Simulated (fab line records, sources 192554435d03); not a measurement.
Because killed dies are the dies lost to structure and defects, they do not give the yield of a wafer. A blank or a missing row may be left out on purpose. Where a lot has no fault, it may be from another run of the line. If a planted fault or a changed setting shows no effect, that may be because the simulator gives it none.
A single fault, viewed from 3 desks    flow n5 finfet    every desk sees just its own numbers, and what lay behind them comes last

== THE DEFECT DESK ==
Counts from the inspections along the route, per lot, as means over the sampled wafers that have a number. The brackets show how far a lot's mean lies from the usual mean; more than 4 standard deviations puts the lot out of limits, marked OUT.
Columns: A = raw defect count at N5_BEOL_M8_INSPECT_30, usual 396
lot   first seen here  A
L885  day 11 18:01     396
L886  day 11 20:25     427
L884  day 11 20:31     267
L889  day 12 04:31     530
L888  day 12 10:44     400
L892  day 13 09:43     239
L896  day 15 07:14     481
L897  day 15 14:36     351
L903  day 17 02:23     381
L905  day 17 10:13     390
L904  day 17 20:07     458
This desk's verdict: no lot among the 11 shows anything out of limits.

== FROM THE METROLOGY DESK ==
What the gauges read for every lot (on any tool): the sampled wafers with a number, averaged. The brackets show how far a lot's mean lies from the usual mean; more than 4 standard deviations puts the lot out of limits, marked OUT.
Columns: A = V7_OVL at N5_BEOL_M8_OVL_MEAS_29, usual -0.1 nm
lot   first seen here  A
L885  day 11 17:58     -0.9
L886  day 11 20:22     -0.3
L884  day 11 20:28     -0.5
L889  day 12 04:28     -0.0
L888  day 12 10:41     0.4
L892  day 13 09:40     0.3
L896  day 15 07:11     -0.7
L897  day 15 14:33     0.6
L903  day 17 02:20     -1.0
L905  day 17 10:09     0.0
L904  day 17 20:04     0.2
This desk's verdict: no lot among the 11 shows anything out of limits.

== DESK OF THE TOOL OWNER: rie diel-03 ==
The tool's own readings at N5_BEOL_M8_ETCH_66 (etches SOC in N2/H2, target depth 80 nm, overetch 16 nm, time 120 s): means of the sampled wafers that have a number, for each lot that ran on this tool. The brackets show how far a lot's mean lies from the usual mean; more than 4 standard deviations puts the lot out of limits, marked OUT.
Columns: A = bias w at N5_BEOL_M8_ETCH_66, usual 150.0 W; B = drypump motor current A at N5_BEOL_M8_ETCH_66, usual 5.52 A; C = oes product au at N5_BEOL_M8_ETCH_66, usual 0.61 a.u.; D = rf vpp V at N5_BEOL_M8_ETCH_66, usual 523.7 V; E = showerhead plenum p Torr at N5_BEOL_M8_ETCH_66, usual 2.53 Torr; F = throttle valve pct at N5_BEOL_M8_ETCH_66, usual 17.77 %
lot   first seen here  A                B     C     D                 E     F
L885  day 11 18:22     150.1            5.52  0.62  521.8             2.49  17.59
L884  day 11 20:38     150.1            5.50  0.55  522.5             2.46  17.80
L896  day 15 07:22     140.0 (-22) OUT  5.45  0.57  498.1 (-10) OUT   2.46  17.92
L897  day 15 14:43     140.1 (-22) OUT  5.42  0.56  500.4 (-9.3) OUT  2.53  17.91
This desk finds L896, L897 out of limits, L896 being first, at day 15 07:22 (bias w at N5_BEOL_M8_ETCH_66). L885, L884 stayed within limits.

== TAKEN TOGETHER ==
The tool owner's desk had the chance to raise an alarm at day 15 07:22 on L896, L897.
The defect desk saw nothing out of limits.
Metrology desk: nothing out of limits seen.
The defect desk has L896, L897 on record, within its limits.
The metrology desk has L896, L897 on record, within its limits.
All the named lots went through N5_BEOL_M8_ETCH_66 on rie diel-03.

== WHAT THE SIMULATOR HAD INSERTED ==
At N5_BEOL_M8_ETCH_66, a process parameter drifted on rie diel-03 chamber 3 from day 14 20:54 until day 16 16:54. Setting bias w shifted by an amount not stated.
Shown lots that were struck: L896, L897.
Delay in hours, fault start to first out-of-limits reading, by desk: the tool owner's desk at 10.
